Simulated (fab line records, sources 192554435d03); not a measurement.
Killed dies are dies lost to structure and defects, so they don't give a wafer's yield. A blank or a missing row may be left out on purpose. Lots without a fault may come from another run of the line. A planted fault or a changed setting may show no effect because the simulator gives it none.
Split-lot experiment | flow n5_finfet | 7 lots, 21 wafers read, on a route of 1938 steps

THE SPLIT
At N5_FIN_SAQP_PECVD_06 (deposits a-Si from SiH4/He, target thk 60 nm, time 48.1 s), the setting time_s was moved away from the recipe's 48.1 s on 5 of the 21 wafers read, by -11.7% to +5.1%. The other wafers ran this setting at the recipe's value.

FROM THE SPLIT TO THE READING: what the file shows between them, 9 steps
- N5_FIN_SAQP_THK_MEAS_07
- N5_FIN_SAQP_COAT_10: resist thk 90 nm (also split here: spin_rpm)
- N5_FIN_SAQP_EBR_12
- N5_FIN_SAQP_SOFTBAKE_11: time 60 s
- N5_FIN_SAQP_DESCUM_21: chemistry O2, time 7.9 s
- N5_FIN_SAQP_ETCH_51: etches SiARC in CF4, target depth 45.5 nm, time 75.8 s
- N5_FIN_SAQP_ETCH_52: etches SOC in N2/H2, target depth 100 nm, overetch 20 nm, time 150 s
- N5_FIN_SAQP_HM_OPEN_73: chemistry CHF3/O2, target SiO2, stops on a-Si, target depth 12 nm, time 16.8 s
- N5_FIN_SAQP_STRIP_74: strips in CHF3/O2

THE READING
oes_product_au, in a.u., at N5_FIN_SAQP_MANDREL_ETCH_22 (etches a-Si in HBr/Cl2, stops on SiNx, target depth 60 nm, bt time 10 s, time 30 s). Fault-free wafers of this fab line usually give 0.764 a.u., standard deviation 0.011 a.u..

wafer  | tool, chamber at the split | time_s as run, s | against the recipe | oes_product_au, a.u. | against lot-mates on the recipe
L081.2 | pecvd-01, 1                | 48.1             | recipe             | 0.748                | -
L081.4 | pecvd-01, 1                | 50.57            | +5.1%              | 0.800                | +0.041
L081.6 | pecvd-01, 1                | 48.1             | recipe             | 0.770                | -
L082.4 | pecvd-04, 2                | 48.1             | recipe             | 0.775                | -
L082.5 | pecvd-04, 1                | 45.38            | -5.7%              | 0.737                | -0.038
L082.6 | pecvd-04, 0                | 45.38            | -5.7%              | 0.749                | -0.026
L085.2 | pecvd-01, 0                | 48.1             | recipe             | 0.757                | -
L085.3 | pecvd-01, 2                | 48.1             | recipe             | 0.753                | -
L085.4 | pecvd-01, 0                | 48.1             | recipe             | 0.755                | -
L086.1 | pecvd-03, 1                | 48.1             | recipe             | 0.767                | -
L086.3 | pecvd-03, 0                | 48.1             | recipe             | 0.779                | -
L086.5 | pecvd-03, 1                | 48.1             | recipe             | 0.771                | -
L089.4 | pecvd-03, 1                | 48.1             | recipe             | 0.766                | -
L089.5 | pecvd-03, 2                | 48.1             | recipe             | 0.770                | -
L089.6 | pecvd-03, 0                | 48.1             | recipe             | 0.766                | -
L090.2 | pecvd-03, 2                | 48.1             | recipe             | 0.763                | -
L090.3 | pecvd-03, 0                | 48.1             | recipe             | 0.779                | -
L090.4 | pecvd-03, 2                | 42.45            | -11.7%             | 0.713                | -0.058
L097.4 | pecvd-04, 1                | 44.65            | -7.2%              | 0.730                | -0.041
L097.5 | pecvd-04, 0                | 48.1             | recipe             | 0.768                | -
L097.6 | pecvd-04, 2                | 48.1             | recipe             | 0.774                | -

THE FIT
A straight line over all 21 wafers: oes_product_au changes by +0.00481 a.u. for each +1% of time_s; r = +0.90; the points scatter about the line by 0.0087 a.u..
The same after taking each lot's own level away (the mean of its wafers on the recipe; 21 wafers): +0.00561 a.u. for each +1%; r = +0.96; scatter 0.0063 a.u..
On that fit, the largest move of time_s shifts the reading by 0.066 a.u..
The lots' own levels span 0.7550 to 0.7750 a.u., that is 1.8 times the standard deviation above.
So the lot-to-lot level changes the slope: the two fits differ.
Check: with one of the wafers moved furthest among these (-11.7%) left out of the fit, the line predicts -0.0719 a.u. for it against its lot-mates. It came out at -0.058 a.u. against them.

OTHER SPLITS ON THESE WAFERS
These wafers also went through other splits before the reading. Each is held against what the fit with the lots' levels taken away leaves over:
other split on the same wafers | wafers away from the commonest value | r with oes_product_au (lot level and that fit taken away)
N5_FIN_SAQP_COAT_10 spin_rpm   | 9                                    | -0.27

THE WHOLE CHAIN: every reading that the file lists as answering this split, in the file's order
step                            | what it does                                                                       | reading                                                                           | change (the file's fit)                  | r (the file's)
N5_FIN_SAQP_PECVD_06            | deposits a-Si from SiH4/He, target thk 60 nm, time 48.1 s                          | a-Si_of_FIN_SAQP_PECVD_06.thk_nm (the simulator's own value, which no gauge read) | +0.658 nm for each +1% of the setting    | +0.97
N5_FIN_SAQP_THK_MEAS_07         |                                                                                    | thk_nm                                                                            | withheld for each +1% of the setting     | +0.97
N5_FIN_SAQP_MANDREL_ETCH_22     | etches a-Si in HBr/Cl2, stops on SiNx, target depth 60 nm, bt time 10 s, time 30 s | oes_product_au                                                                    | +0.0055 a.u. for each +1% of the setting | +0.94
N5_FIN_SAQP_MANDREL_ETCH_22     | etches a-Si in HBr/Cl2, stops on SiNx, target depth 60 nm, bt time 10 s, time 30 s | etch.depth_nm (the simulator's own value, which no gauge read)                    | +0.658 nm for each +1% of the setting    | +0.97
N5_FIN_SAQP_SPACER1_ETCHBACK_25 | etches SiO2 in CHF3/O2, target depth 24.4 nm, time 12.2 s                          | a-Si_of_FIN_SAQP_PECVD_06.thk_nm (the simulator's own value, which no gauge read) | +0.652 nm for each +1% of the setting    | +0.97

THE FILE'S OWN FIT
oes_product_au changes by +0.0055 a.u. for each +1% of time_s, r = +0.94.
